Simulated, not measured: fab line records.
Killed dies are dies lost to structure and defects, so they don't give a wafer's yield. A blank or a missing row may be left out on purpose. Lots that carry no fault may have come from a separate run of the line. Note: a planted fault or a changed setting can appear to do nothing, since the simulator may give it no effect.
fab line records	flow n5Finfet
record: lots: 5	wafers: 15	lastDay: 16
route steps=1938 shown BEOL_M1@831 BEOL_M2@841 BEOL_M4@1111 PASSIVATION@1936
lots that met no fault: taken from a fault-free run of the same line
startH: hours from the record's first day to the start of the lot's first wafer shown	waitH: time in hours since the lot's previous step	" unchanged from the row above	L1.1+2: a single row standing in for several wafers	- value missing, or start not given	* or withheld: withheld	< > ~ a bound
route shown NAME@n: a module of which the file shows steps, and the number in the route of the first	usual: average and standard deviation across the fault-free wafers	same: alike in all rows	chamber/n: place in a boat	sites: readings site by site	_std_site: standard deviation of those values	_edge_site: mean of outer sites minus mean of inner sites	radiusMm: for every site, how far away it sits from the centre of the wafer	mask NAME#n: copy n	behind: the last tool/chamber to shape the wafer	hold: reason for holding the lot/hours on hold/outcome of the hold	device: names the non-switching transistor (n, p or np)	end of line: at the end of the route, the tests of the same wafers	step lacking rows: just its recipe	killed: the dies lost at the first sort to structure and to defects; this is not the yield of the wafer	map: shows each die of a wafer: x if killed, . if not, _ if none is there
set.NAME: setting as actually run; set.NAME@STEP: the setting as run at that earlier step	model.NAME: the simulator's own value behind a step, which no gauge read
lots at some steps of the route; a table a step, a row a wafer
services: a tool's chamber out of use, with start hour (startH, from the record's first day; less than 0 if before it), hours out, and reason
== steps ==
step: N5_BEOL_M1_ECD_50
recipe: material: Cu	targetThkA: 3000
step: N5_BEOL_M1_ANNEAL_51
recipe: tempC: 225	timeS: 90	ambient: N2
step: N5_BEOL_M1_CMP_52
recipe: stopOn: SiOC	tOverpolishS: 6.8	downForcePsi: 1	platenRpm: 50	clearingPlatenDownForcePsi: 1.5	clearingPlatenRpm: 50	postCmpClean: cuAlkaline	targetThkNm: 40	clearingPlatenPadVelocityMS: 0.99484	padVelocityMS: 0.99484
step: N5_BEOL_M1_PRE_CLEAN_60
recipe: gas: NH3/H2	timeS: 15	tempC: *	rfPowerW: 300
step: N5_BEOL_M1_CO_CAP_55
recipe: material: Co	targetThkA: 20	tempC: 200	precursor: CCTBA/H2	pressureTorr: 30	timeS: 102.1
step: N5_BEOL_M1_PRE_CLEAN_56
recipe: gas: NH3	timeS: 15	tempC: withheld	rfPowerW: 300
step: N5_BEOL_M1_DEP_57
recipe: material: SiCN	targetThkA: 80	tempC: withheld	precursor: 3MS/NH3	pressureTorr: 3	rfW: 202	timeS: 14
step: N5_BEOL_M2_ILD_DEP_00
recipe: material: SiOC	targetThkA: 790	tempC: 350	precursor: DEMS/O2	pressureTorr: 5	rfW: 500	timeS: 15.3
step: N5_BEOL_M2_PECVD_72
recipe: material: SiO2	targetThkA: 160	tempC: 400	precursor: TEOS/O2	pressureTorr: 5.5	rfW: 450	teosFlowSccm: 53.8	gas: O2	flowSccm: 3000	timeS: 18
usual: chamberPressureTorr: 5.500/0.011	heaterPowerOuterW: 461/79	heaterPowerW: 748/98	showerheadPlenumPTorr: 8.79/0.054	throttleValvePct: 22.2/0.81
lot.wafer	tool	chamber	startH	waitH	chamberPressureTorr	heaterPowerOuterW	heaterPowerW	showerheadPlenumPTorr	throttleValvePct
L486.2	pecvd-02	1	195.19	0.0	-	-	-	-	-
L486.3	"	0	"	"	-	-	-	-	-
L486.4	"	2	"	"	-	-	-	-	-
L487.4	pecvd-02	2	198.54	0.1	-	-	-	-	-
L487.5	"	0	"	"	-	-	-	-	-
L487.6	"	1	"	"	-	-	-	-	-
L488.2	pecvd-03	0	204.49	0.0	-	-	-	-	-
L488.4	"	0	"	"	-	-	-	-	-
L488.6	"	1	"	"	-	-	-	-	-
L491.1	pecvd-04	0	227.91	0.0	5.523	581	890	8.80	23.4
L491.2	"	2	"	"	5.499	491	832	8.83	21.0
L491.4	"	0	"	"	5.511	576	895	8.81	23.1
L494.2	pecvd-02	0	250.56	0.0	5.484	524	777	8.83	22.7
L494.4	"	2	"	"	5.485	448	726	8.81	21.3
L494.5	"	1	"	"	5.491	377	633	8.72	21.7
step: N5_BEOL_M2_HM_DEP_02
recipe: material: TiN	targetThkA: 200	tempC: 25	chamberPressurePa: 0.49996
step: N5_BEOL_M2_COAT_61
recipe: resist: SOC	tempC: 250	timeS: 60	spinRpm: 1500	resistThkNm: 60
step: N5_BEOL_M2_COAT_62
recipe: resist: SiARC	tempC: 220	timeS: 60	spinRpm: 1500	resistThkNm: 12
step: N5_BEOL_M2_COAT_73
recipe: resist: underlayer	tempC: 205	timeS: 60	spinRpm: 1500	resistThkNm: 5
step: N5_BEOL_M2_COAT_05
recipe: resist: CAR-EUV	spinRpm: 1500	resistThkNm: 30
step: N5_BEOL_M2_EBR_07
recipe: solvent: PGMEA	ebrWidthMm: 1.5
step: N5_BEOL_M2_SOFTBAKE_06
recipe: tempC: 110	timeS: 60	resist: CAR-EUV
step: N5_BEOL_M2_EXPOSE_08
recipe: maskId: M2	na: 0.33	sourceShape: dipole	sigmaInner: 0.369	sigmaOuter: 0.767	polarization: unpolarized	doseMj: 41.25
step: N5_BEOL_M2_PEB_09
recipe: pebTempC: 100	pebTimeS: 60	resist: CAR-EUV
step: N5_BEOL_M2_DEVELOP_10
recipe: developTimeS: 30	developer: TMAH	resist: CAR-EUV	rinseLiquid: surfactantRinse	dry: airSpin	devTempC: 23
step: N5_BEOL_M2_DESCUM_16
recipe: chemistry: O2	timeS: 7	sourcePowerW: 50	biasPowerW: 20	pressureMtorr: 20	rfFrequencyHz: 2.712e+07	tempC: 40	resist: CAR-EUV	o2FlowSccm: 225
step: N5_BEOL_M2_ETCH_74
recipe: chemistry: N2/H2	target: underlayer	targetDepthA: 65	maskMaterial: CAR-EUV	timeS: 5.2	ionEnergyEv: 200	pressureMtorr: 30	sourceW: 840	biasW: 150	n2FlowSccm: 200	h2FlowSccm: 200	ends: cleared
step: N5_BEOL_M2_ETCH_63
recipe: chemistry: CF4	target: SiARC	targetDepthA: 156	maskMaterial: CAR-EUV	timeS: 26	ionEnergyEv: 80	pressureMtorr: 40	sourceW: 545	biasW: 36	Ar_flow_sccm: 100	cf4FlowSccm: 100	ends: cleared
step: N5_BEOL_M2_ETCH_64
recipe: chemistry: N2/H2	target: SOC	targetDepthA: 750	overetchA: 225	maskMaterial: SiARC	tempC: 40	timeS: 121.9	ionEnergyEv: 200	pressureMtorr: 30	sourceW: 840	biasW: 150	n2FlowSccm: 200	h2FlowSccm: 200
step: N5_BEOL_M2_STRIP_65
recipe: chemistry: N2/H2	tempC: 40	n2FlowSccm: 200	h2FlowSccm: 200	rfFrequencyHz: 6e+07
step: N5_BEOL_M2_STRIP_75
recipe: chemistry: N2/H2	tempC: 40	n2FlowSccm: 200	h2FlowSccm: 200	rfFrequencyHz: 6e+07
step: N5_BEOL_M2_STRIP_66
recipe: chemistry: CF4	resist: SiARC	powerW: 300	biasPowerW: 75	pressureMtorr: 50	cf4FlowSccm: 150	rfFrequencyHz: 6e+07
step: N5_BEOL_M2_HM_OPEN_17
recipe: chemistry: Cl2/BCl3	targetDepthA: 200	overetchA: 60	target: TiN	maskMaterial: SOC	ionEnergyEv: 150	pressureMtorr: 10	icpW: 1000	biasW: 126	Cl2_flow_sccm: 53.25	bcl3FlowSccm: 21.75	Ar_flow_sccm: 25
step: N5_BEOL_M2_STRIP_19
recipe: chemistry: O2	powerW: 400	tempC: 40	pressureMtorr: 30	rfFrequencyHz: 6e+07	biasPowerW: 0	overashFraction: 0.2	o2FlowSccm: 225
step: N5_BEOL_M2_COAT_67
recipe: resist: SOC	tempC: 250	timeS: 60	spinRpm: 1500	resistThkNm: 60
step: N5_BEOL_M2_COAT_68
recipe: resist: SiARC	tempC: 220	timeS: 60	spinRpm: 1500	resistThkNm: 12
step: N5_BEOL_M2_COAT_76
recipe: resist: underlayer	tempC: 205	timeS: 60	spinRpm: 1500	resistThkNm: 5
step: N5_BEOL_M2_COAT_22
recipe: resist: CAR-EUV	spinRpm: 1500	resistThkNm: 30
step: N5_BEOL_M2_EBR_24
recipe: solvent: PGMEA	ebrWidthMm: 1.5
step: N5_BEOL_M2_SOFTBAKE_23
recipe: tempC: 110	timeS: 60	resist: CAR-EUV
step: N5_BEOL_M4_RC_MEAS_101
usual: DIBL_N: 36.4/1.3	DIBL_P: 36.5/1.7	IOFF_N: 0.154/0.022	IOFF_P: 0.202/0.025	ION_N: 671/9.8	ION_P: 460/6.8	SS_N: 71.6/0.54	SS_P: 73.4/0.58	VT_N: 250.9/2.8	VT_P: -251.4/2.7
lot.wafer	tool	chamber	startH	waitH	DIBL_N[mV/V]	DIBL_P[mV/V]	IOFF_N[nA/um]	IOFF_P[nA/um]	ION_N[uA/um]	ION_P[uA/um]	SS_N[mV/dec]	SS_P[mV/dec]	VT_N[mV]	VT_P[mV]
L486.2	prober-02	0	228.47	0.2	35.5	35.4	0.131	0.175	662	455	70.8	72.9	251.4	-254.1
L486.3	"	0	"	"	36.2	36.6	0.145	0.188	664	455	72.4	72.8	251.6	-253.5
L486.4	"	0	"	"	37.1	37.8	0.162	0.208	674	457	71.9	73.6	248.3	-252.8
L487.4	prober-01	0	230.69	0.5	36.0	38.9	0.155	0.192	670	460	71.8	73.2	251.3	-252.9
L487.5	"	0	"	"	34.5	37.5	0.130	0.163	668	451	71.6	72.3	254.5	-258.2
L487.6	"	0	"	"	36.3	39.3	0.157	0.190	675	461	71.5	73.4	250.8	-253.5
L488.2	prober-02	0	230.87	0.2	34.9	35.0	0.146	0.184	671	459	71.5	73.1	250.8	-252.2
L488.4	"	0	"	"	35.0	35.3	0.145	0.196	675	461	71.7	72.9	252.1	-251.9
L488.6	"	0	"	"	33.7	33.4	0.126	0.169	684	464	71.1	72.0	252.2	-252.1
L491.1	prober-01	0	265.32	0.0	34.6	35.4	0.134	0.196	679	465	70.9	73.0	254.6	-249.5
L491.2	"	0	"	"	35.8	36.9	0.158	0.220	670	462	71.7	73.2	252.0	-248.9
L491.4	"	0	"	"	33.5	34.3	0.123	0.190	656	456	71.3	72.8	255.7	-250.8
L494.2	prober-01	0	282.76	0.2	35.4	35.1	0.130	0.238	659	465	71.1	73.4	252.3	-246.2
L494.4	"	0	"	"	36.8	36.0	0.153	0.235	660	459	71.4	73.9	254.5	-247.9
L494.5	"	0	"	"	35.5	34.1	0.123	0.204	652	460	70.8	73.4	254.2	-250.5
step: N5_PASSIVATION_PROBE_49
usual: defectLimitedYield: 91.1/1.3	killed_at_M0_to_M3: 34/10	killed_at_M4_up: 14/5.7	killedAtContacts: 12/5.9	killedAtFrontEnd: 41/12	killedAtOther: 4/3.1	killedDies: 105/15	killedOnRim: 14/4.2	killedOpen: 69/11	killedShort: 35/7.8	sort_bin_5_function: 5.3/0.81	sort_bin_6_memory: 3.3/0.75	sortNPass: 1075/15	sortYieldPct: 91.1/1.3
same: grossDies: 1180	killedAtBackSide: 0	sort_bin_4_leakage[%]: 0	sort_bin_8_speed[%]: 0
lot.wafer	tool	chamber	startH	waitH	defectLimitedYield[%]	killed_at_M0_to_M3	killed_at_M4_up	killedAtContacts	killedAtFrontEnd	killedAtOther	killedDies	killedOnRim	killedOpen	killedShort	sort_bin_5_function[%]	sort_bin_6_memory[%]	sortNPass	sortYieldPct[%]
L488.2	prober-02	-	330.24	0.1	62.7	349	13	7	65	6	440	32	83	54	31.8	5.3	740	62.7
L488.4	prober-02	-	330.34	0.2	63.5	360	22	3	44	2	431	24	74	39	33.4	2.8	749	63.5
L488.6	prober-02	-	330.44	0.3	64.2	336	19	5	62	1	423	23	79	50	31.4	4.2	757	64.2
L486.2	prober-02	-	336.82	0.1	65.2	353	14	15	22	7	411	19	52	28	32.4	2.0	769	65.2
L486.3	prober-02	-	336.87	0.1	66.8	345	7	12	23	5	392	112	74	25	30.0	2.8	788	66.8
L486.4	prober-02	-	336.92	0.2	65.2	342	18	17	32	2	411	8	55	43	31.5	2.7	769	65.2
L487.4	prober-02	-	343.81	0.2	63.4	335	23	9	59	6	432	17	82	33	32.4	4.1	748	63.4
L487.5	prober-02	-	343.86	0.2	62.5	375	16	8	40	3	442	118	63	34	33.6	3.6	738	62.5
L487.6	prober-02	-	343.91	0.3	61.8	376	15	8	46	6	451	20	80	31	33.8	3.9	729	61.8
L491.1	prober-02	-	363.58	0.0	90.3	45	20	12	36	2	115	18	72	41	5.3	4.2	1065	90.3
L491.2	prober-02	-	363.63	0.1	92.6	21	15	9	39	3	87	10	62	24	4.3	2.9	1093	92.6
L491.4	prober-02	-	363.73	0.2	89.4	43	9	14	48	11	125	16	86	34	6.3	3.4	1055	89.4
L494.2	prober-02	-	387.41	0.1	90.4	25	22	8	51	7	113	16	82	31	6.1	3.3	1067	90.4
L494.4	prober-02	-	387.51	0.2	91.7	24	16	14	37	7	98	9	63	35	5.2	2.8	1082	91.7
L494.5	prober-02	-	387.56	0.2	93.4	30	14	2	31	1	78	14	57	21	4.4	2.1	1102	93.4
killed by level:class
L488.2 BEOL_M2:areaPecvd=300 FIN_SAQP:geometricParticle:short=16 FIN_SAQP:geometricParticle:open=12 BEOL_M0_SAQP:geometricParticle:open=12 BEOL_M1:geometricParticle:open=11 STI_FIN_REVEAL:geometricParticle:open=9 BEOL_M0_SAQP:geometricParticle:short=8 DUMMY_GATE:geometricParticle:open=6
L488.4 BEOL_M2:areaPecvd=316 BEOL_M0_SAQP:geometricParticle:open=16 FIN_SAQP:geometricParticle:short=11 STI_FIN_REVEAL:geometricParticle:open=11 BEOL_M1:geometricParticle:open=9 BEOL_M4:geometricParticle:open=8 BEOL_M0_SAQP:geometricParticle:short=8 FIN_SAQP:geometricParticle:open=5
L488.6 BEOL_M2:areaPecvd=292 FIN_SAQP:geometricParticle:short=19 BEOL_M0_SAQP:geometricParticle:open=11 STI_FIN_REVEAL:geometricParticle:open=11 BEOL_M0_SAQP:geometricParticle:short=9 DUMMY_GATE:geometricParticle:open=8 BEOL_M3:geometricParticle:open=8 BEOL_M4:geometricParticle:open=7
L486.2 BEOL_M2:areaPecvd=330 MOL_CONTACT_COAG:geometricParticle:open=9 BEOL_M2:geometricParticle:open=9 MOL_CONTACT_COAG:geometricParticle:short=6 BEOL_M0_SAQP:geometricParticle:open=5 STI_FIN_REVEAL:geometricParticle:open=4 BEOL_M2:geometricParticle:short=4 BEOL_M4:geometricParticle:open=3
L486.3 BEOL_M2:areaPecvd=292 MOL_CONTACT_COAG:geometricParticle:open=12 BEOL_M3:geometricParticle:open=12 BEOL_M2:geometricParticle:open=10 BEOL_M0_SAQP:geometricParticle:short=8 BEOL_M0_SAQP:geometricParticle:open=8 BEOL_M1:geometricParticle:open=6 STI_FIN_REVEAL:geometricParticle:open=5
L486.4 BEOL_M2:areaPecvd=312 BEOL_M2:geometricParticle:open=14 MOL_CONTACT_COAG:geometricParticle:open=9 BEOL_M4:geometricParticle:open=9 MOL_CONTACT_COAG:geometricParticle:short=8 GATE_CUT:geometricParticle:short=7 DUMMY_GATE:geometricParticle:short=5 FIN_SAQP:geometricParticle:short=4
L487.4 BEOL_M2:areaPecvd=315 STI_FIN_REVEAL:geometricParticle:open=14 MOL_CONTACT_COAG:geometricParticle:open=8 FIN_SAQP:geometricParticle:open=7 BEOL_M5:geometricParticle:open=6 DUMMY_GATE:geometricParticle:open=5 GATE_CUT:geometricParticle:short=5 BEOL_M0_SAQP:geometricParticle:short=5
L487.5 BEOL_M2:areaPecvd=344 STI_FIN_REVEAL:geometricParticle:open=17 BEOL_M0_SAQP:geometricParticle:short=10 BEOL_M4:geometricParticle:open=8 MOL_CONTACT_COAG:geometricParticle:open=8 FIN_SAQP:geometricParticle:open=5 BEOL_M0_SAQP:geometricParticle:open=5 FIN_SAQP:geometricParticle:short=4
L487.6 BEOL_M2:areaPecvd=338 BEOL_M3:geometricParticle:open=12 FIN_SAQP:geometricParticle:short=10 FIN_SAQP:geometricParticle:open=9 MOL_CONTACT_COAG:geometricParticle:open=7 BEOL_M4:geometricParticle:open=6 BEOL_M1:geometricParticle:open=6 BEOL_M0_SAQP:geometricParticle:open=5
L491.1 BEOL_M0_SAQP:geometricParticle:open=14 BEOL_M0_SAQP:geometricParticle:short=12 MOL_CONTACT_COAG:geometricParticle:open=10 STI_FIN_REVEAL:geometricParticle:open=6 DUMMY_GATE:geometricParticle:open=6 BEOL_M1:geometricParticle:open=6 FIN_SAQP:geometricParticle:short=5 STARTING-WAFER:geometricParticle:short=5
L491.2 STI_FIN_REVEAL:geometricParticle:open=12 BEOL_M4:geometricParticle:open=9 MOL_CONTACT_COAG:geometricParticle:open=7 BEOL_M0_SAQP:geometricParticle:open=6 BEOL_M1:geometricParticle:open=5 FIN_SAQP:geometricParticle:open=4 FIN_SAQP:geometricParticle:short=4 ILD0:geometricParticle:open=4
L491.4 STI_FIN_REVEAL:geometricParticle:open=15 MOL_CONTACT_COAG:geometricParticle:open=12 BEOL_M3:geometricParticle:open=10 FIN_SAQP:geometricParticle:open=9 BEOL_M1:geometricParticle:open=9 BEOL_M0_SAQP:geometricParticle:open=8 BEOL_M0_SAQP:geometricParticle:short=8 MIM_TOP_ETCH:geometricParticle:short=6
L494.2 STI_FIN_REVEAL:geometricParticle:open=14 BEOL_M4:geometricParticle:open=12 FIN_SAQP:geometricParticle:short=10 FIN_SAQP:geometricParticle:open=9 MOL_CONTACT_COAG:geometricParticle:open=6 BEOL_M2:geometricParticle:open=5 BEOL_M8:geometricParticle:open=5 BEOL_M0_SAQP:geometricParticle:open=4
L494.4 MOL_CONTACT_COAG:geometricParticle:open=12 FIN_SAQP:geometricParticle:short=9 BEOL_M4:geometricParticle:open=8 BEOL_M0_SAQP:geometricParticle:open=7 STI_FIN_REVEAL:geometricParticle:open=5 GATE_CUT:geometricParticle:short=5 BEOL_M1:geometricParticle:open=4 BEOL_M1:geometricParticle:short=4
L494.5 FIN_SAQP:geometricParticle:open=9 BEOL_M2:geometricParticle:open=9 BEOL_M4:geometricParticle:open=7 BEOL_M3:geometricParticle:open=7 FIN_SAQP:geometricParticle:short=5 STI_FIN_REVEAL:geometricParticle:open=5 BEOL_M0_SAQP:geometricParticle:open=3 BEOL_M0:geometricParticle:open=3
map L486.2 (x killed, . not)
_________________...........x________________
______________x.x..............._____________
___________....xx...x...x.........x__________
__________..........x....x.........._________
________.....x........x..xx..........._______
_______.........xx..x.xx.....x.x.......______
______......x...x...xx.x........x......._____
_____..x.......x...xxx..xx.xx......x.x...____
____..........xx.....xxxx..x....x........x___
___.........x.xxxxx.x.xxxxx..xxx...x.....x.__
___x.........x..xxxx..xxxxxx..x.x..xxx.....__
__..x......xxx.xxxx.xx.xxxxxx.x.x.x........._
__.......xx.x...xxx.xxxxxxxxxxx.xxxxx......._
_....x.xx..x...xx.xx.xxxxx..xx.x.xx.x...xx...
_......xx.xx...xxxxxxxxxx.xx.xx.x...x........
_.....x..x.x..xxx.xxxxxxx.xx..xx..xxx........
_...x.x...xxx.xxxxxxxxxxxxxx.xxx.x.xx.x......
_....xx..x....x.xxx..xxxxxxxxxx.x..x.........
_x........x.....xxxxxxxxx.xxx.x.x.xx...xx....
_..........xxx.xxxxx.xxxxxxxxx.xxx....xx.....
_x.........x..x.xxx...x..xxxx.xxxx..x........
__..x.......xxx...x.x.xxxxx.xxxxx.x...xx...._
__.....x.x....xx.xxxx.xx.x....x.x.x.x......._
___.....x.xx.xx...x.xxxxxx..x...x..xx......__
___..........x.x.....xxxxxxxxx.x.xx...x....__
____.x......x..xxx..x....x.x....x.x..x..xx___
_____.x.............xx....xx..x..x.......____
______.x...........xxxxx.x.xx........x.._____
_______.......xx....x.x.xx.xx.x........______
________...x...x...x..x.....x.xx......_______
__________x...........x.x....x.x..x._________
___________....x...x..x.........x..__________
______________.x..xx............_____________
_________________x...........________________
map L487.6 (x killed, . not)
_________________............________________
______________...x...x....x....._____________
___________.............xx.x...x...__________
__________.x......x...x.x..x...x...._________
________x........x...xx..........xx..._______
_______...........x..x.xxx...xx.......x______
______.x....xx..x..xx..x.xx..x..x....x.._____
_____......xxx.x.x...xx....xx.x..x.......____
____.xxx......x.x..xxxxxx.xxx.xxx....x....___
___...........xxxxxxxxxxx.xx.x.xx.x..x.....__
___......xxxx.x....xxxxx..xxxxxx..x.xx.....__
__.......x.....xxxx.xxxxxxxxxx.....xx...x..._
__.x....xxx....x.xxx.xxxxx.xx.x.xxx.xx......_
_...x....x..xxx.x.xxxxxxx.xxxx.x..x..........
_.x.x....x..x..xxx.xxxxxxxxxxxxx..x...x..xx..
_...x......xx.x.x.xxxxxxxxxx.xxx.xxx.xx......
_.......xx.xxxx..xxxxxxxxxxxxxxxxxx..........
_x....xxxxxx.x..xxxxx.xxxxxxxx.xx..xx........
_x....x....x.xx.x.xxxxxxxxxxx.xxx............
_.......xx.x.x...xxx.xx.xxxxxxx..x...xx..xx..
_........x.x.xxxxxx.x.xxxx.xx.xxx.xx...x.....
__....x.......x..xx....x..x.xxxxx....x...x.._
__.........xx.xxxxxxxxxxxxxx.xx..x.xxxx....._
___...x......xx.xxxx.xx.x.x..x..x.x........__
___x.........x...xxxxxxxxxxxxxx.x...x......__
____......x.xx....xxx.x.xx.x.xxxx...x....x___
_____.......xxx.xx.xx.xxxxxx.....x.......____
______..x......xx.xx...x..x...xx........_____
_______..x.......x..xx.xx........x...x.______
________....x.........xx......x......._______
__________......x.......x.........x._________
___________.x......................__________
______________...x....x.....x.x._____________
_________________x......x.x..________________
== services ==
tool	chamber	startH	hours	kind
pecvd-03	2	178.04	2.1	scheduledDown
pecvd-02	1	199.43	5.5	scheduledDown
pecvd-02	-	201.61	23.4	repair
pecvd-04	1	220.00	2.1	scheduledDown
pecvd-03	2	239.61	5.5	scheduledDown
pecvd-04	2	241.44	2.1	scheduledDown
== key ==
firstSign: step: N5_BEOL_M2_PECVD_72	reading: toolRecord	direction: missing
effect: step: N5_PASSIVATION_PROBE_49	reading: sort_bin_5_function	direction: up	sigmas: 33	usual: 5.3	struck: 32.3
moreKillsBornAt: N5_BEOL_M2_PECVD_72@pecvd-02: 1920	N5_BEOL_M2_PECVD_72@pecvd-03: 908
metAt N5_BEOL_M2_PECVD_72
struckWafers L486.2,L486.3,L486.4,L487.4,L487.5,L487.6,L488.2,L488.4,L488.6
fault: kind: skippedStepWhole	tool: pecvd-02,pecvd-03	chamber: -	onsetH: 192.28	steps: N5_BEOL_M2_PECVD_72	scope: struckLotsOnly
